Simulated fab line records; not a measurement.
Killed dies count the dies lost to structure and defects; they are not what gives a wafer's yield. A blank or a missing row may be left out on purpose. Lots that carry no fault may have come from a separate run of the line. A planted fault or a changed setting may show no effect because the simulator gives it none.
Matching of chambers | flow nandHarc | 4 sister chambers for NHARC_P_CONTACT_CMP_01 on cmp-02
The step polishes SiO2, target thk 200 nm. 4 wafers are shown with their chamber, then 8 later ones without.

== WAFERS, EACH WITH ITS CHAMBER ==
wafer  | chamber | motorCurrentA (A)
L079.6 | 2       | 11.3
L087.3 | 3       | 12.1
L087.6 | 1       | 12.3
L094.1 | 0       | 13.7

== WAFERS MISSING THEIR CHAMBER ==
wafer  | motorCurrentA (A)
L094.4 | 11.2
L094.5 | 11.8
L096.1 | 13.1
L096.3 | 11.5
L096.4 | 11.6
L097.1 | 11.8
L097.2 | 12.1
L097.5 | 12.0

== WHICH CHAMBER EACH WENT THROUGH ==
wafer  | from the rows above          | in truth
L094.4 | 2                            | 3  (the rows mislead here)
L094.5 | can't be placed: 3 or 1 or 2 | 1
L096.1 | can't be placed: 0 or 1 or 3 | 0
L096.3 | can't be placed: 2 or 3      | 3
L096.4 | can't be placed: 2 or 3 or 1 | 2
L097.1 | can't be placed: 3 or 1 or 2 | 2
L097.2 | can't be placed: 3 or 1      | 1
L097.5 | can't be placed: 3 or 1      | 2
Correctly placed: 0 of 8. Not placeable from these rows: 7 (in 6, the candidates include the true chamber). 1 placed wrongly.
How it was worked out, from the rows above alone: a wafer's distance from a chamber is the root of the sum, over the readings, of the square of ((its reading less the chamber's mean) divided by the reading's scatter). The wafer belongs to the nearest chamber; if the next one is less than 2 further off, it can't be placed. A chamber's mean is the mean of its shown wafers. The scatter: root of mean squared gap, hidden wafer to nearest shown wafer, with one shown wafer a chamber.
